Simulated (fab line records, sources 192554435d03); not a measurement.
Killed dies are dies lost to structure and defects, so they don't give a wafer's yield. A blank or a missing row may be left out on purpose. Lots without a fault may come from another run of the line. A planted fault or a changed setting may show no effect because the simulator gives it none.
Chamber matching | flow n5_finfet | N5_FIN_SAQP_DESCUM_21 on rie_diel-05: 4 sister chambers
The step chemistry O2, time 7.9 s. 4 wafers are shown with their chamber, then 12 later ones without.

WAFERS WITH THEIR CHAMBER
wafer  | chamber | showerhead_plenum_p_Torr (Torr)
L086.2 | 3       | 2.03
L087.1 | 2       | 2.18
L087.4 | 1       | 2.11
L087.6 | 0       | 2.22

WAFERS WITHOUT THEIR CHAMBER
wafer  | showerhead_plenum_p_Torr (Torr)
L088.1 | 2.03
L088.2 | 2.10
L088.4 | 2.22
L090.1 | 2.03
L090.2 | 2.10
L090.3 | 2.21
L090.4 | 2.17
L090.5 | 2.10
L090.6 | 2.17
L096.2 | 2.21
L096.3 | 2.03
L096.6 | 2.21

WHICH CHAMBER EACH WENT THROUGH
wafer  | from the rows above | in truth
L088.1 | 3                   | 3
L088.2 | 1                   | 1
L088.4 | 0                   | 0
L090.1 | 3                   | 3
L090.2 | 1                   | 1
L090.3 | 0                   | 0
L090.4 | 2                   | 2
L090.5 | 1                   | 1
L090.6 | 2                   | 2
L096.2 | 0                   | 0
L096.3 | 3                   | 3
L096.6 | 0                   | 0
Placed correctly: 12 of 12. Can't be placed from these rows: 0. Placed wrongly: 0.
How it was worked out, from the rows above alone: a wafer's distance from a chamber is the root of the sum, over the readings, of the square of ((its reading less the chamber's mean) divided by the reading's scatter). The wafer belongs to the nearest chamber; if the next one is less than 2 further off, it can't be placed. A chamber's mean is the mean of its shown wafers. The scatter: with one shown wafer a chamber, the root of the mean of the squares of how far each hidden wafer lies from its nearest shown one.
